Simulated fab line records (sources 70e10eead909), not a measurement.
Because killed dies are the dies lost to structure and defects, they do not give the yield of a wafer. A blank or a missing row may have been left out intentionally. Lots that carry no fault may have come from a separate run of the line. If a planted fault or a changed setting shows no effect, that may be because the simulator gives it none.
Which of the tools did it? | flow nand_harc | Sampling: 6 lots, 18 wafers, 5 of 1159 route steps

WHAT EACH GAUGE READ, for each wafer
NHARC_A_SOURCE_PLATE_THK_MEAS_09: measures by ellipsometry.
lot  | measured     | on            | thk_nm (nm)
L316 | day 7 08:28  | film_metro-02 | 11.6 9.8 12.0
L318 | day 8 03:53  | film_metro-02 | 9.3 10.6 9.7
L321 | day 8 12:17  | film_metro-02 | 8.0 9.9 9.5
L323 | day 9 05:04  | film_metro-02 | 10.7 9.0 9.7
L326 | day 10 11:16 | film_metro-01 | 15.5 15.9 15.5
L336 | day 12 08:42 | film_metro-02 | 10.6 9.5 11.3

WHAT TOOL EACH LOT RAN ON (gives the tool, then ch and the chambers of the sampled wafers, and finally the start)
lot  | NHARC_P_BONDPAD_STRIP_15           | NHARC_P_BONDPAD_DEGAS_25     | NHARC_P_BONDPAD_ANNEAL_28        | NHARC_A_SOURCE_PLATE_OXIDE_02
L316 | rie_diel-04 ch 0,2,3, day 6 19:43  | pvd_sputter-01, day 6 20:19  | rtp_anneal-01 ch 0, day 6 21:04  | furnace-06 ch 0, day 7 04:26
L318 | rie_diel-04 ch 0,1,3, day 7 13:37  | pvd_sputter-03, day 7 14:11  | rtp_anneal-01 ch 0, day 7 15:02  | furnace-05 ch 0, day 7 23:49
L321 | rie_diel-03 ch 0,2,3, day 7 23:39  | pvd_sputter-01, day 8 00:10  | rtp_anneal-02 ch 0, day 8 01:10  | furnace-06 ch 0, day 8 08:14
L323 | rie_diel-04 ch 0,3, day 8 14:34    | pvd_sputter-01, day 8 15:07  | rtp_anneal-02 ch 0, day 8 15:51  | furnace-06 ch 0, day 9 01:04
L326 | rie_diel-07 ch 1,2,3, day 9 13:20  | pvd_sputter-03, day 9 13:52  | rtp_anneal-01 ch 0, day 9 14:37  | furnace-05 ch 0, day 9 23:39
L336 | rie_diel-04 ch 1,2,3, day 11 20:48 | pvd_sputter-01, day 11 21:20 | rtp_anneal-02 ch 0, day 11 22:02 | furnace-06 ch 0, day 12 04:36
- NHARC_P_BONDPAD_STRIP_15: strips in O2.
- NHARC_P_BONDPAD_DEGAS_25: time 60 s.
- NHARC_P_BONDPAD_ANNEAL_28: time 90 s.
- NHARC_A_SOURCE_PLATE_OXIDE_02: material SiO2, target thk 10 nm, ox time 1362 s.

THE ANSWER, worked out from the rows above alone
Rule: usual is defined by the lots themselves. Put in order of their means at a reading, lots are off if they are a third of the lots or fewer, leave a main group of 4 or more, and stand apart from it by a gap of 3 or more times the standard deviation of the main group's means; of several such gaps the widest counts. If all means in a main group match to the digits the tables above print for the reading, that group is not used. A lot without any number at a reading at which 4 lots or more have one is off too. The other lots that the step has rows for count as sound.
Off, at NHARC_A_SOURCE_PLATE_THK_MEAS_09 on thk_nm: L326. The main group has a mean of 10.1 nm with a standard deviation of 0.68.
If a tool, at a process step before that reading, ran all the lots that are off and no sound lot after the first of them, it fits. The gauges at NHARC_A_SOURCE_PLATE_THK_MEAS_09 are tried like those tools. Can't be told from this: 5 tools fit, rie_diel-07 at NHARC_P_BONDPAD_STRIP_15, pvd_sputter-03 at NHARC_P_BONDPAD_DEGAS_25, rtp_anneal-01 at NHARC_P_BONDPAD_ANNEAL_28, furnace-05 at NHARC_A_SOURCE_PLATE_OXIDE_02, film_metro-01 at NHARC_A_SOURCE_PLATE_THK_MEAS_09.

WHAT HAD BEEN PUT IN BY THE SIMULATOR
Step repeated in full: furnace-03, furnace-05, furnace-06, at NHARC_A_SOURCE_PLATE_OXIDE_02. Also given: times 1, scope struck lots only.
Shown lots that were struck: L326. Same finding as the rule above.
